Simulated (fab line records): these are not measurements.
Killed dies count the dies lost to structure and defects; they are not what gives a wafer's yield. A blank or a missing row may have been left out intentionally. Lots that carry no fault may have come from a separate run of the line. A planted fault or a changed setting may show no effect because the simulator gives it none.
Split-lot experiment | flow n5-finfet | 7 lots, 21 wafers read, on a route of 1938 steps

## ABOUT THE SPLIT
At N5_PMOS_HMC_CHANNEL_EPI_HM_DEP_34 (deposits SiO2 from TEOS/O2, target thk 36 nm, time 6.9 s), the setting time-s was moved away from the recipe's 6.9 s on 8 of the 21 wafers read, by -12.7% to +14.7%. This setting was run at the recipe's value on the other wafers.

The split's own step is where the reading is taken.

## THE READING
SiO2_of_PMOS_HMC_CHANNEL_EPI_HM_DEP_34.thk-nm (the simulator's own value, which no gauge read), in nm, at N5_PMOS_HMC_CHANNEL_EPI_HM_DEP_34 (deposits SiO2 from TEOS/O2, target thk 36 nm, time 6.9 s). There is no usual value for it anywhere in the file. Here, 13 wafers ran the recipe; their average is 35.80 nm with a standard deviation of 0.39 nm.

wafer  | tool, chamber at the split | time-s as run, s | against the recipe | SiO2_of_PMOS_HMC_CHANNEL_EPI_HM_DEP_34.thk-nm, nm | against lot-mates on the recipe
L079.1 | pecvd-02, 2                | 6.334            | -8.2%              | 32.62                                             | -3.09
L079.2 | pecvd-02, 0                | 6.334            | -8.2%              | 33                                                | -2.71
L079.3 | pecvd-02, 1                | 6.9              | recipe             | 35.71                                             | -
L083.1 | pecvd-02, 1                | 6.9              | recipe             | 35.85                                             | -
L083.3 | pecvd-02, 2                | 7.912            | +14.7%             | 40.39                                             | +4.54
L083.6 | pecvd-02, 2                | 7.912            | +14.7%             | 41.19                                             | +5.34
L085.1 | pecvd-02, 1                | 7.455            | +8.0%              | 38.27                                             | +2.37
L085.5 | pecvd-02, 0                | 6.9              | recipe             | 36.28                                             | -
L085.6 | pecvd-02, 2                | 6.9              | recipe             | 35.53                                             | -
L086.2 | pecvd-03, 1                | 6.024            | -12.7%             | 31.01                                             | -4.52
L086.4 | pecvd-03, 1                | 6.9              | recipe             | 35.53                                             | -
L086.6 | pecvd-03, 2                | 6.024            | -12.7%             | 31.92                                             | -3.61
L089.1 | pecvd-02, 2                | 6.9              | recipe             | 35.5                                              | -
L089.3 | pecvd-02, 0                | 6.9              | recipe             | 35.75                                             | -
L089.5 | pecvd-02, 1                | 6.9              | recipe             | 36.59                                             | -
L093.1 | pecvd-02, 1                | 6.9              | recipe             | 35.87                                             | -
L093.4 | pecvd-02, 0                | 7.896            | +14.4%             | 40.52                                             | +4.80
L093.6 | pecvd-02, 2                | 6.9              | recipe             | 35.57                                             | -
L096.1 | pecvd-03, 0                | 6.9              | recipe             | 35.15                                             | -
L096.3 | pecvd-03, 1                | 6.9              | recipe             | 35.61                                             | -
L096.5 | pecvd-03, 2                | 6.9              | recipe             | 36.42                                             | -

THE FIT
A straight line over all 21 wafers: SiO2_of_PMOS_HMC_CHANNEL_EPI_HM_DEP_34.thk-nm changes by +0.34 nm for each +1% of time-s; r = +0.99; the points scatter about the line by 0.39 nm.
The same after taking each lot's own level away (the mean of its wafers on the recipe; 21 wafers): +0.331 nm for each +1%; r = +0.99; scatter 0.39 nm.
According to that fit, moving time-s by its largest amount changes the reading by 4.9 nm.
Across the lots, their own levels run from 35.530 to 35.947 nm, a range of 1.1 times the standard deviation given above.
Consequently the slope shifts little with the lot-to-lot level, the two slopes agreeing.
Check: with one of the wafers moved furthest among these (+14.7%) left out of the fit, the line predicts +4.93 nm for it against its lot-mates. It came out at +4.54 nm against them.

## THESE WAFERS: OTHER SPLITS
These wafers also went through other splits before the reading. Each is held against what the fit with the lots' levels taken away leaves over:
other split on the same wafers  | wafers away from the commonest value | r with SiO2_of_PMOS_HMC_CHANNEL_EPI_HM_DEP_34.thk-nm (lot level and that fit taken away)
N5_ZERO_LAYER_COAT_05 spin-rpm  | 8                                    | -0.08
N5_ZERO_LAYER_EXPOSE_08 dose-mj | 5                                    | -0.08

## THE FILE'S OWN FIT
SiO2_of_PMOS_HMC_CHANNEL_EPI_HM_DEP_34.thk-nm changes by +0.329 nm for each +1% of time-s, r = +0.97.
